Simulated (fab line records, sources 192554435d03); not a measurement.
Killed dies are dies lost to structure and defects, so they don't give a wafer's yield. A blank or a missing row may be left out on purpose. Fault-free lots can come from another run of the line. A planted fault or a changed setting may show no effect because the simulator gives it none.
Chamber matching / flow n5 finfet / N5_SDB_STRIP_21 on rie diel-05: 4 sister chambers
The step strips in CF4. 8 wafers are shown with their chamber, then 7 later ones without.

WAFERS WITH THEIR CHAMBER
wafer=L076.6; chamber=0; showerhead plenum p Torr (Torr)=1.77; throttle valve pct (%)=13.17
wafer=L082.4; chamber=3; showerhead plenum p Torr (Torr)=1.84; throttle valve pct (%)=13.89
wafer=L084.4; chamber=3; showerhead plenum p Torr (Torr)=1.84; throttle valve pct (%)=13.91
wafer=L085.2; chamber=0; showerhead plenum p Torr (Torr)=1.77; throttle valve pct (%)=13.22
wafer=L085.3; chamber=2; showerhead plenum p Torr (Torr)=1.82; throttle valve pct (%)=13.47
wafer=L085.5; chamber=2; showerhead plenum p Torr (Torr)=1.82; throttle valve pct (%)=13.47
wafer=L091.3; chamber=1; showerhead plenum p Torr (Torr)=1.77; throttle valve pct (%)=13.77
wafer=L091.5; chamber=1; showerhead plenum p Torr (Torr)=1.76; throttle valve pct (%)=13.79

WAFERS WITHOUT THEIR CHAMBER
wafer=L091.6; showerhead plenum p Torr (Torr)=1.82; throttle valve pct (%)=13.50
wafer=L095.1; showerhead plenum p Torr (Torr)=1.82; throttle valve pct (%)=13.50
wafer=L095.4; showerhead plenum p Torr (Torr)=1.84; throttle valve pct (%)=13.94
wafer=L095.5; showerhead plenum p Torr (Torr)=1.76; throttle valve pct (%)=13.78
wafer=L096.1; showerhead plenum p Torr (Torr)=1.76; throttle valve pct (%)=13.80
wafer=L096.2; showerhead plenum p Torr (Torr)=1.83; throttle valve pct (%)=13.93
wafer=L096.5; showerhead plenum p Torr (Torr)=1.83; throttle valve pct (%)=13.94

CHAMBER TAKEN BY EACH
wafer=L091.6; from the rows above=2; in truth=2
wafer=L095.1; from the rows above=2; in truth=2
wafer=L095.4; from the rows above=3; in truth=3
wafer=L095.5; from the rows above=1; in truth=1
wafer=L096.1; from the rows above=1; in truth=1
wafer=L096.2; from the rows above=3; in truth=3
wafer=L096.5; from the rows above=3; in truth=3
Correctly placed: 7 of 7. Number that these rows cannot place: 0. Number placed wrongly: 0.
How it was worked out, from the rows above alone: a wafer's distance from a chamber is the root of the sum, over the readings, of the square of ((its reading less the chamber's mean) divided by the reading's scatter). If the next closest chamber is less than 2 further off than the closest, the wafer can't be placed; otherwise it belongs to the closest. A chamber's mean is the mean of its shown wafers. The scatter is the square root of a quotient: the sum, over the shown wafers, of each reading's squared deviation from its chamber's mean, divided by wafers minus chambers.
